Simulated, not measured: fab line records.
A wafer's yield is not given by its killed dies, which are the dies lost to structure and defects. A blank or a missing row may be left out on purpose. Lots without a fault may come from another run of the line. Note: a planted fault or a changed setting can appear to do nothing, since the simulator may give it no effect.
Split-lot study    flow n5-finfet    21 wafers read across 7 lots, on a route 1938 steps long

ON THE SPLIT
At N5_SD_EPI_N_COAT_33 (time 60 s, resist thk 35 nm), the setting spin-rpm was moved away from the recipe's 1500 rpm on 5 of the 21 wafers read, by -10.1% to +10.5%. This setting was run at the recipe's value on the other wafers.

FROM THE SPLIT TO THE READING: what the file shows between them, 5 steps
- N5_SD_EPI_N_PEB_07: peb time 60 s (also split here: peb-time-s)
- N5_SD_EPI_N_DEVELOP_08: develop time 30 s
- N5_SD_EPI_N_CD_MEAS_09: target cd 120 nm
- N5_SD_EPI_N_DESCUM_14: chemistry O2, time 7.9 s
- N5_SD_EPI_N_ETCH_34: etches SiARC in CF4, target depth 45.5 nm, time 75.8 s

THE READING
SiARC_of_SD_EPI_N_COAT_33.thk-nm (the simulator's own value, which no gauge read), in nm, at N5_SD_EPI_N_ETCH_35 (etches SOC in N2/H2, overetch 108 nm, time 486 s). No usual value for it is given in the file. Here, 16 wafers ran the recipe; their average is 19.5 nm with a standard deviation of 0.47 nm.

wafer   tool, chamber at the split  spin-rpm as run, rpm  against the recipe  SiARC_of_SD_EPI_N_COAT_33.thk-nm, nm  against lot-mates on the recipe
L076.1  litho-track-05, 0           1500                  recipe              19.2                                  -
L076.4  litho-track-05, 0           1500                  recipe              19.4                                  -
L076.6  litho-track-05, 0           1500                  recipe              19.8                                  -
L081.1  litho-track-03, 0           1348                  -10.1%              21.6                                  +2.3
L081.2  litho-track-03, 0           1500                  recipe              19.2                                  -
L081.3  litho-track-03, 0           1500                  recipe              19.4                                  -
L083.1  litho-track-03, 0           1500                  recipe              19.8                                  -
L083.4  litho-track-03, 0           1658                  +10.5%              18.2                                  -1.7
L083.5  litho-track-03, 0           1500                  recipe              20                                    -
L088.1  litho-track-03, 0           1500                  recipe              18.6                                  -
L088.2  litho-track-03, 0           1500                  recipe              19.4                                  -
L088.3  litho-track-03, 0           1500                  recipe              18.8                                  -
L089.3  litho-track-03, 0           1455                  -3.0%               20.2                                  +0.4
L089.4  litho-track-03, 0           1455                  -3.0%               20.6                                  +0.8
L089.6  litho-track-03, 0           1500                  recipe              19.8                                  -
L096.1  litho-track-03, 0           1500                  recipe              19.8                                  -
L096.4  litho-track-03, 0           1500                  recipe              19.8                                  -
L096.6  litho-track-03, 0           1500                  recipe              20.4                                  -
L097.3  litho-track-01, 0           1500                  recipe              18.8                                  -
L097.4  litho-track-01, 0           1500                  recipe              19.6                                  -
L097.6  litho-track-01, 0           1566                  +4.4%               18                                    -1.2

THE FIT
A straight line over all 21 wafers: SiARC_of_SD_EPI_N_COAT_33.thk-nm changes by -0.187 nm for each +1% of spin-rpm; r = -0.81; the points scatter about the line by 0.5 nm.
The same after taking each lot's own level away (the mean of its wafers on the recipe; 21 wafers): -0.199 nm for each +1%; r = -0.93; scatter 0.29 nm.
According to that fit, moving spin-rpm by its largest amount changes the reading by 2.1 nm.
From 18.93 to 20.00 nm: that is the span of the lots' own levels, equal to 2.3 times the standard deviation above.
Hence the lot-to-lot level has little effect on the slope; both slopes agree.
Check: -2.46 nm against its lot-mates is what the line predicts for one of the wafers moved furthest among these (+10.5%) when that wafer is left out of the fit. Against them it came out at -1.7 nm.

THESE WAFERS: OTHER SPLITS
These wafers also went through other splits before the reading. Each is held against what the fit with the lots' levels taken away leaves over:
other split on the same wafers                     wafers away from the commonest value  r with SiARC_of_SD_EPI_N_COAT_33.thk-nm (lot level and that fit taken away)
N5_PMOS_HMC_CHANNEL_EPI_PEB_07 peb-temp-c          7                                     -0.27
N5_PMOS_HMC_CHANNEL_EPI_DEVELOP_08 develop-time-s  8                                     -0.03
N5_FIN_SAQP_SPACER1_ALD_24 ald-cycles              7                                     +0.10
N5_STI_FIN_REVEAL_ETCHBACK_08 time-s               5                                     -0.23
N5_STI_FIN_REVEAL_OXIDATION_31 time-s              9                                     +0.07
N5_SD_EPI_N_PEB_07 peb-time-s                      7                                     +0.43

THE WHOLE CHAIN: every reading that the file lists as answering this split, in the file's order
step                 what it does                                            reading                                                                                    change (the file's fit)                r (the file's)
N5_SD_EPI_N_COAT_33  time 60 s, resist thk 35 nm                             SiARC_of_SD_EPI_N_COAT_33.thk-nm (the simulator's own value, which no gauge read)          -0.164 nm for each +1% of the setting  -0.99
N5_SD_EPI_N_ETCH_34  etches SiARC in CF4, target depth 45.5 nm, time 75.8 s  etch-rf-on-time-s                                                                          withheld for each +1% of the setting   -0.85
N5_SD_EPI_N_ETCH_34  etches SiARC in CF4, target depth 45.5 nm, time 75.8 s  CAR-ArF-block_of_SD_EPI_N_COAT_03.thk-nm (the simulator's own value, which no gauge read)  +0.134 nm for each +1% of the setting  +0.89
N5_SD_EPI_N_ETCH_34  etches SiARC in CF4, target depth 45.5 nm, time 75.8 s  etch.depth-nm (the simulator's own value, which no gauge read)                             -0.172 nm for each +1% of the setting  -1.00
N5_SD_EPI_N_ETCH_35  etches SOC in N2/H2, overetch 108 nm, time 486 s        SiARC_of_SD_EPI_N_COAT_33.thk-nm (the simulator's own value, which no gauge read)          -0.2 nm for each +1% of the setting    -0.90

THE FILE'S OWN FIT
SiARC_of_SD_EPI_N_COAT_33.thk-nm changes by -0.2 nm for each +1% of spin-rpm, r = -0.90.
